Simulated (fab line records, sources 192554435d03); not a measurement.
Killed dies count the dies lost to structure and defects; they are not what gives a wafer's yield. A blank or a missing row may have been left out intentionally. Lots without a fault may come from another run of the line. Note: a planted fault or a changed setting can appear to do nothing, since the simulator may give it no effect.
Chamber matching ; flow n5-finfet ; N5_FIN_SAQP_DESCUM_21 on rie-diel-04: 4 sister chambers
The step chemistry O2, time 7.9 s. 4 wafers are shown with their chamber, then 9 later ones without.

== WAFERS WITH THEIR CHAMBER ==
wafer;chamber;showerhead-plenum-p-Torr (Torr)
L085.5;3;2.10
L086.1;2;2.06
L086.2;1;2.00
L086.4;0;2.15

== WAFERS WITHOUT THEIR CHAMBER ==
wafer;showerhead-plenum-p-Torr (Torr)
L090.1;2.10
L090.4;2.00
L090.5;2.00
L091.3;2.05
L091.4;2.15
L091.5;2.10
L094.1;2.15
L094.4;2.10
L094.5;2.10

== EACH ONE'S CHAMBER ==
wafer;from the rows above;in truth
L090.1;3;3
L090.4;1;1
L090.5;1;1
L091.3;2;2
L091.4;0;0
L091.5;3;3
L094.1;0;0
L094.4;3;3
L094.5;3;3
9 of 9 placed correctly. Not placeable from these rows: 0. 0 placed wrongly.
How it was worked out, from the rows above alone: a wafer's distance from a chamber is the root of the sum, over the readings, of the square of ((its reading less the chamber's mean) divided by the reading's scatter). If the next closest chamber is less than 2 further off than the closest, the wafer can't be placed; otherwise it belongs to the closest. The mean given for a chamber averages the wafers shown for that chamber. The scatter (one wafer shown for each chamber): square how far every hidden wafer sits from the nearest shown wafer, average those squares and take the square root.
